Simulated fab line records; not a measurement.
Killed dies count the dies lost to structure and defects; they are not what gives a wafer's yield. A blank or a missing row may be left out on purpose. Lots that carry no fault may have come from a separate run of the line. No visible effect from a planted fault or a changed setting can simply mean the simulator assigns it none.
fab line records	flow n5-finfet
record: lots: 7	wafers: 21
route steps=1938 shown FIN_CUT@160 DUMMY_GATE@220 SD_EPI_N@263 SDB@348 HKMG_FIN@406
start-h: hours from the record's first day to the start of the lot's first wafer shown	wait-h: hours from the lot's prior step to this one	" unchanged from the row above	L1.1+2: a single row standing in for several wafers	- value missing, or start not given	* or withheld: withheld	< > ~ a bound
route shown NAME@n: a module of which the file shows steps, and the number in the route of the first	usual: the fault-free wafers' mean and standard deviation	same: alike in all rows	chamber/n: place in a boat	sites: per-site readings	_std_site: the values' standard deviation	_edge_site: inner sites' mean taken away from outer sites' mean	radius-mm: how far each site lies from the wafer's centre	mask NAME#n: copy n	behind: the tool/chamber that last shaped the wafer	hold: why the lot was held/for how many hours/how that ended	device: whichever transistor did not switch (one of n, p or np)	end of line: the tests these same wafers got at the end of their route	for a step that has no rows: nothing shown but its recipe	killed: dies lost to structure and defects at the first sort, not the wafer's yield	map: per-die view of a wafer (x killed, . not killed, _ where there is no die)
set.NAME: the setting that was run; set.NAME@STEP: the one run at that earlier step	model.NAME: the simulator's own value behind a step, which no gauge read
one table per step and one row per wafer, for lots whose settings were changed on purpose
== steps ==
step: N5_FIN_CUT_EXPOSE_05
recipe: mask-id: FIN_CUT	na: 0.33	source-shape: annular	sigma-inner: 0.35	sigma-outer: 0.8	polarization: unpolarized	dose-mj: 45.75
lot.wafer	tool	chamber	start-h	wait-h	mask	set.dose-mj
L076.1+3+4	euv-scanner-01	0	40.20	-	FIN_CUT#0	45.75
L083.1+3+4	euv-scanner-01	0	83.11	-	FIN_CUT#0	45.75
L084.1+3+5	euv-scanner-01	0	86.84	-	FIN_CUT#0	45.75
L086.1+2	euv-scanner-01	0	101.14	-	FIN_CUT#0	45.75
L086.6	"	0	"	"	FIN_CUT#0	43.05
L090.1+6	euv-scanner-02	0	123.20	-	FIN_CUT#0	46.87
L090.4	"	0	"	"	FIN_CUT#0	45.75
L096.1+3	euv-scanner-02	0	158.44	-	FIN_CUT#0	45.75
L096.4	"	0	"	"	FIN_CUT#0	47.71
L097.2+4+5	euv-scanner-02	0	164.49	-	FIN_CUT#0	45.75
step: N5_FIN_CUT_PEB_06
recipe: peb-temp-c: 100	peb-time-s: 60	resist: CAR-EUV
step: N5_FIN_CUT_DEVELOP_07
recipe: develop-time-s: 30	developer: TMAH	resist: CAR-EUV	rinse-liquid: surfactant-rinse	dry: air-spin	dev-temp-c: 23
step: N5_FIN_CUT_CD_MEAS_08
recipe: target-cd-nm: 29.1	landing-energy-ev: 500	detector: se-inlens	polarity: opening
usual: cd-nm: 29.22/0.24
lot.wafer	tool	chamber	start-h	wait-h	set.dose-mj@FIN_CUT_EXPOSE_05	cd-nm
L076.1	cd-sem-02	0	40.34	-	45.75	29.23
L076.3	"	0	"	"	45.75	29.11
L076.4	"	0	"	"	45.75	29.15
L083.1	cd-sem-01	0	83.25	-	45.75	29.38
L083.3	"	0	"	"	45.75	29.36
L083.4	"	0	"	"	45.75	29.48
L084.1	cd-sem-03	0	86.98	-	45.75	29.01
L084.3	"	0	"	"	45.75	28.88
L084.5	"	0	"	"	45.75	28.76
L086.1	cd-sem-02	0	101.27	-	45.75	29.11
L086.2	"	0	"	"	45.75	29.11
L086.6	"	0	"	"	43.05	27.88
L090.1	cd-sem-01	0	123.33	-	46.87	29.66
L090.4	"	0	"	"	45.75	29.15
L090.6	"	0	"	"	46.87	29.63
L096.1	cd-sem-01	0	158.58	-	45.75	29.02
L096.3	"	0	"	"	45.75	28.85
L096.4	"	0	"	"	47.71	29.76
L097.2	cd-sem-01	0	164.61	-	45.75	29.33
L097.4	"	0	"	"	45.75	29.30
L097.5	"	0	"	"	45.75	29.40
step: N5_FIN_CUT_DESCUM_13
recipe: chemistry: O2	time-s: 7	source-power-w: 50	bias-power-w: 20	pressure-mtorr: 20	rf-frequency-hz: 2.712e+07	temp-c: 40	resist: CAR-EUV	o2-flow-sccm: 225
step: N5_FIN_CUT_ETCH_30
recipe: chemistry: N2/H2	target: underlayer	target-depth-a: 130	mask-material: CAR-EUV	time-s: 10.4	ion-energy-ev: 200	pressure-mtorr: 30	source-w: 840	bias-w: 150	n2-flow-sccm: 200	h2-flow-sccm: 200	ends: cleared
lot.wafer	tool	chamber	start-h	wait-h	set.dose-mj@FIN_CUT_EXPOSE_05	model.FIN_CUT.cd-offset-nm
L076.1	rie-diel-04	0	40.50	0.0	45.75	0.4
L076.3	"	3	"	"	45.75	0
L076.4	"	2	"	"	45.75	0.2
L083.1	rie-diel-04	2	83.47	0.0	45.75	0.2
L083.3	"	1	"	"	45.75	-0.2
L083.4	"	0	"	"	45.75	0.4
L084.1+5	rie-diel-02	2	87.17	0.0	45.75	-0.2
L084.3	"	2	"	"	45.75	0
L086.1	rie-diel-06	1	101.55	0.0	45.75	0.2
L086.2	"	2	"	"	45.75	0
L086.6	"	3	"	"	43.05	-1
L090.1	rie-diel-04	1	123.49	0.0	46.87	0.2
L090.4	"	2	"	"	45.75	-0.2
L090.6	"	3	"	"	46.87	0.4
L096.1	rie-diel-06	3	158.73	0.0	45.75	-0.2
L096.3	"	1	"	"	45.75	0
L096.4	"	0	"	"	47.71	0.8
L097.2+4+5	rie-diel-06	0,1,1	164.77	0.0	45.75	0.2
step: N5_FIN_CUT_ETCH_20
recipe: chemistry: CF4	target: SiARC	target-depth-a: 260	mask-material: CAR-EUV	time-s: 43.3	ion-energy-ev: 80	pressure-mtorr: 40	source-w: 545	bias-w: 36	Ar_flow_sccm: 100	cf4-flow-sccm: 100	ends: cleared
lot.wafer	tool	chamber	start-h	wait-h	set.dose-mj@FIN_CUT_EXPOSE_05	model.FIN_CUT.cd-offset-nm
L076.1	rie-diel-04	0	40.52	0.0	45.75	0.6
L076.3	"	3	"	"	45.75	0
L076.4	"	2	"	"	45.75	0.2
L083.1	rie-diel-04	2	83.49	0.0	45.75	0
L083.3	"	1	"	"	45.75	-0.2
L083.4	"	0	"	"	45.75	0.4
L084.1+5	rie-diel-02	2	87.20	0.0	45.75	-0.2
L084.3	"	2	"	"	45.75	0
L086.1	rie-diel-06	1	101.57	0.0	45.75	0.2
L086.2	"	2	"	"	45.75	0
L086.6	"	3	"	"	43.05	-1
L090.1	rie-diel-04	1	123.51	0.0	46.87	0.2
L090.4	"	2	"	"	45.75	-0.4
L090.6	"	3	"	"	46.87	0.4
L096.1	rie-diel-06	3	158.75	0.0	45.75	0
L096.3	"	1	"	"	45.75	0.2
L096.4	"	0	"	"	47.71	0.8
L097.2	rie-diel-06	0	164.79	0.0	45.75	0
L097.4+5	"	1	"	"	45.75	0.2
step: N5_DUMMY_GATE_HM_DEP_06
recipe: material: SiNx	target-thk-a: 800	precursor: DCS/NH3	temp-c: 700	pressure-mtorr: 300	time-s: 5141
lot.wafer	tool	chamber	start-h	wait-h	set.time-s	model.SiNx_of_DUMMY_GATE_HM_DEP_06.thk-nm
L076.1	-	-	-	0.0	5141	80.2
L076.3	"	-	"	"	5141	80
L076.4	"	-	"	"	5141	79.8
L083.1	-	-	-	0.0	5862	91
L083.3	"	-	"	"	5862	90.6
L083.4	"	-	"	"	5862	91.4
L084.1	lpcvd-02	0/40	104.55	0.0	5141	80.4
L084.3	"	0/50	"	"	5141	80.6
L084.5	"	0/59	"	"	5141	81.4
L086.1	-	-	-	0.0	4597	71.6
L086.2	"	-	"	"	4597	72.8
L086.6	"	-	"	"	4597	72.2
L090.1	-	-	-	0.0	4544	70.4
L090.4	"	-	"	"	4544	69.4
L090.6	"	-	"	"	4544	70.2
L096.1+4	-	-	-	0.0	4686	74
L096.3	"	-	"	"	4686	73.4
L097.2	-	-	-	0.0	4579	69.8
L097.4	"	-	"	"	4579	70.2
L097.5	"	-	"	"	4579	70
step: N5_SD_EPI_N_COAT_33
recipe: resist: SiARC	temp-c: 220	time-s: 60	spin-rpm: 1500	resist-thk-nm: 35
lot.wafer	tool	chamber	start-h	wait-h	set.spin-rpm	model.SiARC_of_SD_EPI_N_COAT_33.thk-nm
L076.1	litho-track-05	0	-	-	1611	33.8
L076.3+4	"	0	"	"	1500	35
L083.1+4	litho-track-05	0	-	-	1432	35.8
L083.3	"	0	"	"	1432	35.6
L084.1+5	litho-track-04	0	-	-	1500	35
L084.3	"	0	"	"	1500	35.2
L086.1	litho-track-05	0	-	-	1500	35
L086.2+6	"	0	"	"	1560	34.4
L090.1+4	litho-track-02	0	-	-	1500	35.2
L090.6	"	0	"	"	1617	33.8
L096.1+4	litho-track-04	0	-	-	1454	35.6
L096.3	"	0	"	"	1500	35
L097.2+4+5	litho-track-04	0	-	-	1500	35
step: N5_SD_EPI_N_COAT_03
recipe: resist: CAR-ArF-block	spin-rpm: 1500	resist-thk-nm: 150
lot.wafer	tool	chamber	start-h	wait-h	set.spin-rpm	model.CAR-ArF-block_of_SD_EPI_N_COAT_03.thk-nm
L076.1	litho-track-05	0	-	-	1500	150.8
L076.3+4	"	0	"	"	1500	150.6
L083.1	litho-track-05	0	-	-	1578	146.2
L083.3	"	0	"	"	1500	149.6
L083.4	"	0	"	"	1500	150
L084.1+5	litho-track-04	0	-	-	1500	150.2
L084.3	"	0	"	"	1500	149.8
L086.1	litho-track-05	0	-	-	1645	143.2
L086.2	"	0	"	"	1500	150.2
L086.6	"	0	"	"	1500	149.4
L090.1	litho-track-02	0	-	-	1500	150.2
L090.4	"	0	"	"	1500	150.4
L090.6	"	0	"	"	1500	151
L096.1	litho-track-04	0	-	-	1500	150.8
L096.3	"	0	"	"	1553	148
L096.4	"	0	"	"	1553	147.6
L097.2	litho-track-04	0	-	-	1500	150.2
L097.4	"	0	"	"	1346	158.8
L097.5	"	0	"	"	1346	158.6
step: N5_SD_EPI_N_EBR_05
recipe: solvent: PGMEA	ebr-width-mm: 1.5
step: N5_SD_EPI_N_SOFTBAKE_04
recipe: temp-c: 110	time-s: 60	resist: CAR-ArF-block
step: N5_SD_EPI_N_EXPOSE_06
recipe: mask-id: SD_N_BLK	na: 1.35	source-shape: conventional	sigma-outer: 0.8	polarization: unpolarized	target-cd-nm: 120	dose-mj: 39.75
step: N5_SD_EPI_N_PEB_07
recipe: peb-temp-c: 110	peb-time-s: 60	resist: CAR-ArF-block
step: N5_SD_EPI_N_DEVELOP_08
recipe: develop-time-s: 30	developer: TMAH	resist: CAR-ArF-block	dev-temp-c: 23	rinse-liquid: diw	dry: air-spin
lot.wafer	tool	chamber	start-h	wait-h	set.spin-rpm@SD_EPI_N_COAT_03	model.CAR-ArF-block_of_SD_EPI_N_COAT_03.thk-nm
L076.1	litho-track-05	0	-	-	1500	149.2
L076.3	"	0	"	"	1500	149
L076.4	"	0	"	"	1500	148.8
L083.1	litho-track-05	0	-	-	1578	144.6
L083.3	"	0	"	"	1500	147.8
L083.4	"	0	"	"	1500	148.2
L084.1	litho-track-04	0	-	-	1500	148.4
L084.3	"	0	"	"	1500	148.2
L084.5	"	0	"	"	1500	148.6
L086.1	litho-track-04	0	-	-	1645	141.6
L086.2	"	0	"	"	1500	148.4
L086.6	"	0	"	"	1500	147.8
L090.1	litho-track-02	0	-	-	1500	148.6
L090.4	"	0	"	"	1500	148.8
L090.6	"	0	"	"	1500	149.4
L096.1	litho-track-04	0	-	-	1500	149.2
L096.3	"	0	"	"	1553	146.4
L096.4	"	0	"	"	1553	146
L097.2	litho-track-04	0	-	-	1500	148.6
L097.4	"	0	"	"	1346	157.2
L097.5	"	0	"	"	1346	156.8
step: N5_SD_EPI_N_DESCUM_14
recipe: chemistry: O2	time-s: 7.9	source-power-w: 50	bias-power-w: 20	pressure-mtorr: 20	rf-frequency-hz: 2.712e+07	temp-c: 40	resist: CAR-ArF-block	o2-flow-sccm: 225
lot.wafer	tool	chamber	start-h	wait-h	set.spin-rpm@SD_EPI_N_COAT_03	model.CAR-ArF-block_of_SD_EPI_N_COAT_03.thk-nm
L076.1	rie-diel-03	3	61.49	0.2	1500	144.4
L076.3	"	0	"	"	1500	144.2
L076.4	"	0	"	"	1500	144
L083.1	rie-diel-01	2	104.42	0.1	1578	139.8
L083.3	"	0	"	"	1500	143
L083.4	"	3	"	"	1500	143.6
L084.1	rie-diel-03	3	111.66	0.3	1500	143.6
L084.3	"	1	"	"	1500	143.4
L084.5	"	2	"	"	1500	143.8
L086.1	rie-diel-03	2	123.15	0.0	1645	136.8
L086.2	"	1	"	"	1500	143.6
L086.6	"	3	"	"	1500	143
L090.1+4	rie-diel-05	2,1	145.18	0.8	1500	143.8
L090.6	"	1	"	"	1500	144.4
L096.1	rie-diel-05	2	180.42	0.3	1500	144.4
L096.3	"	1	"	"	1553	141.4
L096.4	"	3	"	"	1553	141
L097.2	rie-diel-03	2	189.75	0.2	1500	143.8
L097.4	"	3	"	"	1346	152.4
L097.5	"	0	"	"	1346	152
step: N5_SD_EPI_N_ETCH_34
recipe: chemistry: CF4	target: SiARC	target-depth-a: 455	mask-material: CAR-ArF-block	time-s: 75.8	ion-energy-ev: 80	pressure-mtorr: 40	source-w: 545	bias-w: 36	Ar_flow_sccm: 100	cf4-flow-sccm: 100	ends: cleared
lot.wafer	tool	chamber	start-h	wait-h	set.spin-rpm@SD_EPI_N_COAT_33	set.spin-rpm@SD_EPI_N_COAT_03	model.CAR-ArF-block_of_SD_EPI_N_COAT_03.thk-nm	model.etch.depth-nm
L076.1	rie-diel-03	3	61.52	0.0	1611	1500	113	33.76
L076.3	"	0	"	"	1500	1500	111.6	35.03
L076.4	"	0	"	"	1500	1500	111.6	34.96
L083.1	rie-diel-01	2	104.46	0.0	1432	1578	106.6	35.7
L083.3	"	0	"	"	1432	1500	109.8	35.65
L083.4	"	3	"	"	1432	1500	110.4	35.74
L084.1	rie-diel-03	3	111.69	0.0	1500	1500	111	35.08
L084.3	"	1	"	"	1500	1500	110.8	35.12
L084.5	"	2	"	"	1500	1500	111.2	35.02
L086.1	rie-diel-03	2	123.18	0.0	1500	1645	104.2	35.1
L086.2	"	1	"	"	1560	1500	111.6	34.44
L086.6	"	3	"	"	1560	1500	111	34.48
L090.1	rie-diel-05	2	145.21	0.0	1500	1500	111.2	35.12
L090.4	"	1	"	"	1500	1500	111.2	35.23
L090.6	"	1	"	"	1617	1500	113	33.88
L096.1	rie-diel-05	2	180.45	0.0	1454	1500	111.2	35.65
L096.3	"	1	"	"	1500	1553	109	35.03
L096.4	"	3	"	"	1454	1553	108	35.62
L097.2	rie-diel-03	2	189.79	0.0	1500	1500	111.2	35.05
L097.4	"	3	"	"	1500	1346	119.8	34.97
L097.5	"	0	"	"	1500	1346	119.6	35.01
step: N5_SDB_COAT_03
recipe: resist: SOC	temp-c: 250	time-s: 60	spin-rpm: 1500	resist-thk-nm: 100
lot.wafer	tool	chamber	start-h	wait-h	set.spin-rpm	model.SOC_of_SDB_COAT_03.thk-nm
L076.1	litho-track-03	0	78.80	0.1	1500	99.8
L076.3	"	0	"	"	1500	100
L076.4	"	0	"	"	1425	102.2
L083.1	litho-track-05	0	120.50	0.1	1500	100
L083.3	"	0	"	"	1500	99.8
L083.4	"	0	"	"	1500	99.6
L084.1+5	litho-track-03	0	128.69	0.1	1500	99.2
L084.3	"	0	"	"	1500	99.8
L086.1	litho-track-03	0	142.31	0.1	1345	105.4
L086.2+6	"	0	"	"	1345	105.2
L090.1+4	litho-track-03	0	163.78	0.1	1500	100
L090.6	"	0	"	"	1500	99.4
L096.1	litho-track-05	0	197.00	0.1	1500	100.4
L096.3	"	0	"	"	1500	100.6
L096.4	"	0	"	"	1439	102.6
L097.2	litho-track-02	0	205.06	0.1	1405	103.6
L097.4	"	0	"	"	1500	100
L097.5	"	0	"	"	1405	103.4
step: N5_SDB_ETCH_17
recipe: chemistry: CF4	target: SiARC	target-depth-a: 234	mask-material: CAR-ArF	time-s: 39	ion-energy-ev: 80	pressure-mtorr: 40	source-w: 545	bias-w: 36	Ar_flow_sccm: 100	cf4-flow-sccm: 100	ends: cleared
usual: rf-vpp-V: 184.0/1.2
lot.wafer	tool	chamber	start-h	wait-h	set.bias-w	rf-vpp-V
L076.1	rie-diel-03	0	79.30	0.0	39.19	192.9
L076.3	"	1	"	"	36	183.7
L076.4	"	0	"	"	39.19	192.2
L083.1	rie-diel-03	2	120.92	0.0	36	183.4
L083.3	"	0	"	"	36	183.0
L083.4	"	3	"	"	36	186.9
L084.1	rie-diel-01	1	129.65	0.0	36	184.2
L084.3	"	0	"	"	36	182.6
L084.5	"	2	"	"	36	183.0
L086.1	rie-diel-05	1	142.80	0.0	32.33	172.3
L086.2	"	0	"	"	32.33	174.3
L086.6	"	2	"	"	36	184.8
L090.1	rie-diel-03	2	164.42	0.0	36	184.0
L090.4	"	0	"	"	36	182.7
L090.6	"	1	"	"	36	182.5
L096.1	rie-diel-05	0	197.49	0.0	31.33	169.9
L096.3	"	3	"	"	36	185.1
L096.4	"	2	"	"	31.33	169.4
L097.2	rie-diel-03	1	205.42	0.0	39.65	194.7
L097.4	"	3	"	"	39.65	197.0
L097.5	"	2	"	"	39.65	196.2
step: N5_SDB_ETCH_18
recipe: chemistry: N2/H2	target: SOC	target-depth-a: 1000	overetch-a: 200	mask-material: SiARC	temp-c: 40	time-s: 150	ion-energy-ev: 200	pressure-mtorr: 30	source-w: 840	bias-w: 150	n2-flow-sccm: 200	h2-flow-sccm: 200
lot.wafer	tool	chamber	start-h	wait-h	set.spin-rpm@SDB_COAT_03	model.etch.depth-nm
L076.1	rie-diel-03	0	79.33	0.0	1500	99.76
L076.3	"	1	"	"	1500	100.1
L076.4	"	0	"	"	1425	102.2
L083.1	rie-diel-03	2	120.96	0.0	1500	100.1
L083.3	"	0	"	"	1500	99.87
L083.4	"	3	"	"	1500	99.63
L084.1	rie-diel-01	1	129.68	0.0	1500	99.22
L084.3	"	0	"	"	1500	99.78
L084.5	"	2	"	"	1500	99.25
L086.1+2	rie-diel-05	1,0	142.83	0.0	1345	105.3
L086.6	"	2	"	"	1345	105.2
L090.1	rie-diel-03	2	164.45	0.0	1500	99.93
L090.4	"	0	"	"	1500	100
L090.6	"	1	"	"	1500	99.42
L096.1	rie-diel-05	0	197.53	0.0	1500	100.3
L096.3	"	3	"	"	1500	100.6
L096.4	"	2	"	"	1439	102.6
L097.2	rie-diel-03	1	205.46	0.0	1405	103.6
L097.4	"	3	"	"	1500	100
L097.5	"	2	"	"	1405	103.4
step: N5_SDB_STRIP_19
recipe: chemistry: N2/H2	temp-c: 40	n2-flow-sccm: 200	h2-flow-sccm: 200	rf-frequency-hz: 6e+07
step: N5_SDB_STRIP_21
recipe: chemistry: CF4	resist: SiARC	power-w: 300	bias-power-w: 75	pressure-mtorr: 50	cf4-flow-sccm: 150	rf-frequency-hz: 6e+07
step: N5_SDB_HM_OPEN_20
recipe: chemistry: CH3F/O2	target: SiNx	mask-material: SOC	target-depth-a: 240	stop-on: poly-Si	over-etch-frac: 0.4	ion-energy-ev: 120	pressure-mtorr: 30	source-w: 395	bias-w: 73	Ar_flow_sccm: 150	CH3F_flow_sccm: 30	O2_flow_sccm: 20
lot.wafer	tool	chamber	start-h	wait-h	set.spin-rpm@SDB_COAT_03	model.SOC_of_SDB_COAT_03.thk-nm
L076.1	rie-diel-03	0	79.49	0.0	1500	84
L076.3	"	1	"	"	1500	84.2
L076.4	"	0	"	"	1425	86.4
L083.1	rie-diel-03	2	121.11	0.0	1500	83.8
L083.3	"	0	"	"	1500	84
L083.4	"	3	"	"	1500	83.4
L084.1	rie-diel-01	1	129.84	0.0	1500	82.2
L084.3+5	"	0,2	"	"	1500	83.2
L086.1	rie-diel-05	1	142.99	0.0	1345	89.6
L086.2+6	"	0,2	"	"	1345	89.8
L090.1	rie-diel-03	2	164.61	0.0	1500	83.4
L090.4	"	0	"	"	1500	84.2
L090.6	"	1	"	"	1500	82.8
L096.1	rie-diel-05	0	197.68	0.0	1500	84.6
L096.3	"	3	"	"	1500	84.4
L096.4	"	2	"	"	1439	86.8
L097.2+5	rie-diel-03	1,2	205.62	0.0	1405	87.2
L097.4	"	3	"	"	1500	84
step: N5_SDB_STRIP_22
recipe: chemistry: N2/H2	power-w: 1000	temp-c: 250	h2-frac: 0.65	overash-fraction: 0.3	pressure-mtorr: withheld	n2-flow-sccm: 1750	h2-flow-sccm: 3250
usual: strip-time-to-endpoint-s: 96.0/0.47
lot.wafer	tool	chamber	start-h	wait-h	set.spin-rpm@SDB_COAT_03	strip-time-to-endpoint-s
L076.1	plasma-asher-02	1	79.57	0.1	1500	96.2
L076.3	"	0	"	"	1500	96.3
L076.4	"	1	"	"	1425	98.4
L083.1	plasma-asher-02	1	121.19	0.1	1500	96.0
L083.3	"	1	"	"	1500	96.2
L083.4	"	0	"	"	1500	95.6
L084.1	plasma-asher-02	0	129.93	0.1	1500	94.6
L084.3	"	1	"	"	1500	95.4
L084.5	"	1	"	"	1500	95.4
L086.1	plasma-asher-01	1	143.07	0.1	1345	101.5
L086.2	"	0	"	"	1345	101.6
L086.6	"	0	"	"	1345	101.7
L090.1	plasma-asher-02	1	164.69	0.1	1500	95.6
L090.4	"	1	"	"	1500	96.4
L090.6	"	1	"	"	1500	95.2
L096.1	plasma-asher-02	0	197.76	0.1	1500	96.7
L096.3	"	0	"	"	1500	96.7
L096.4	"	1	"	"	1439	98.9
L097.2	plasma-asher-02	0	205.70	0.1	1405	99.2
L097.4	"	0	"	"	1500	96.2
L097.5	"	0	"	"	1405	99.1
step: N5_HKMG_FIN_ETCH_58
recipe: chemistry: N2/H2	target: SOC	target-depth-a: 2158	ion-energy-ev: 50	bias-w: 13	time-s: 741	pressure-mtorr: 30	source-w: 875	n2-flow-sccm: 200	h2-flow-sccm: 200
usual: rf-vpp-V: 99.2/0.99
lot.wafer	tool	chamber	start-h	wait-h	set.source-w	rf-vpp-V
L076.1	rie-diel-01	1	85.85	0.0	875	100.8
L076.3	"	0	"	"	875	99.8
L076.4	"	3	"	"	875	98.2
L083.1	rie-diel-05	3	126.99	0.0	875	99.0
L083.3	"	2	"	"	875	99.9
L083.4	"	3	"	"	717.7	107.7
L084.1	rie-diel-05	3	136.44	0.0	875	98.5
L084.3	"	0	"	"	875	99.6
L084.5	"	2	"	"	875	98.8
L086.1	rie-diel-05	3	150.23	0.0	875	98.3
L086.2	"	1	"	"	875	99.9
L086.6	"	1	"	"	875	99.2
L090.1	rie-diel-01	2	170.28	0.0	875	98.3
L090.4	"	3	"	"	875	98.6
L090.6	"	3	"	"	937.4	96.7
L096.1	rie-diel-05	2	203.23	0.0	875	98.4
L096.3	"	3	"	"	875	98.3
L096.4	"	0	"	"	875	99.2
L097.2	rie-diel-01	1	211.67	0.0	770	101.5
L097.4	"	3	"	"	875	98.6
L097.5	"	2	"	"	875	98.8
== key ==
split: step: N5_FIN_CUT_EXPOSE_05	setting: dose-mj	stated: 45.75	by: wafer
response: step: N5_FIN_CUT_CD_MEAS_08	reading: cd-nm	change: +0.202	per: 1%	r: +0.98
response: step: N5_FIN_CUT_ETCH_30	reading: model.FIN_CUT.cd-offset-nm	change: +0.196	per: 1%	r: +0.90
response: step: N5_FIN_CUT_ETCH_20	reading: model.FIN_CUT.cd-offset-nm	change: +0.189	per: 1%	r: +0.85
split: step: N5_DUMMY_GATE_HM_DEP_06	setting: time-s	stated: 5141	by: lot
response: step: N5_DUMMY_GATE_HM_DEP_06	reading: model.SiNx_of_DUMMY_GATE_HM_DEP_06.thk-nm	change: +0.809	per: 1%	r: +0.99
split: step: N5_SD_EPI_N_COAT_33	setting: spin-rpm	stated: 1500	by: wafer
response: step: N5_SD_EPI_N_COAT_33	reading: model.SiARC_of_SD_EPI_N_COAT_33.thk-nm	change: -0.17	per: 1%	r: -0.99
response: step: N5_SD_EPI_N_ETCH_34	reading: model.etch.depth-nm	change: -0.168	per: 1%	r: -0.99
split: step: N5_SD_EPI_N_COAT_03	setting: spin-rpm	stated: 1500	by: wafer
response: step: N5_SD_EPI_N_COAT_03	reading: model.CAR-ArF-block_of_SD_EPI_N_COAT_03.thk-nm	change: -0.757	per: 1%	r: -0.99
response: step: N5_SD_EPI_N_DEVELOP_08	reading: model.CAR-ArF-block_of_SD_EPI_N_COAT_03.thk-nm	change: -0.744	per: 1%	r: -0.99
response: step: N5_SD_EPI_N_DESCUM_14	reading: model.CAR-ArF-block_of_SD_EPI_N_COAT_03.thk-nm	change: -0.749	per: 1%	r: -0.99
response: step: N5_SD_EPI_N_ETCH_34	reading: model.CAR-ArF-block_of_SD_EPI_N_COAT_03.thk-nm	change: -0.77	per: 1%	r: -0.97
split: step: N5_SDB_COAT_03	setting: spin-rpm	stated: 1500	by: wafer
response: step: N5_SDB_COAT_03	reading: model.SOC_of_SDB_COAT_03.thk-nm	change: -0.517	per: 1%	r: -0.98
response: step: N5_SDB_ETCH_18	reading: model.etch.depth-nm	change: -0.515	per: 1%	r: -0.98
response: step: N5_SDB_HM_OPEN_20	reading: model.SOC_of_SDB_COAT_03.thk-nm	change: -0.504	per: 1%	r: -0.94
response: step: N5_SDB_STRIP_22	reading: strip-time-to-endpoint-s	change: *	per: 1%	r: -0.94
split: step: N5_SDB_ETCH_17	setting: bias-w	stated: 36	by: wafer
response: step: N5_SDB_ETCH_17	reading: rf-vpp-V	change: +1.13	per: 1%	r: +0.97
split: step: N5_HKMG_FIN_ETCH_58	setting: source-w	stated: 875	by: wafer
response: step: N5_HKMG_FIN_ETCH_58	reading: rf-vpp-V	change: -0.379	per: 1%	r: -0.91
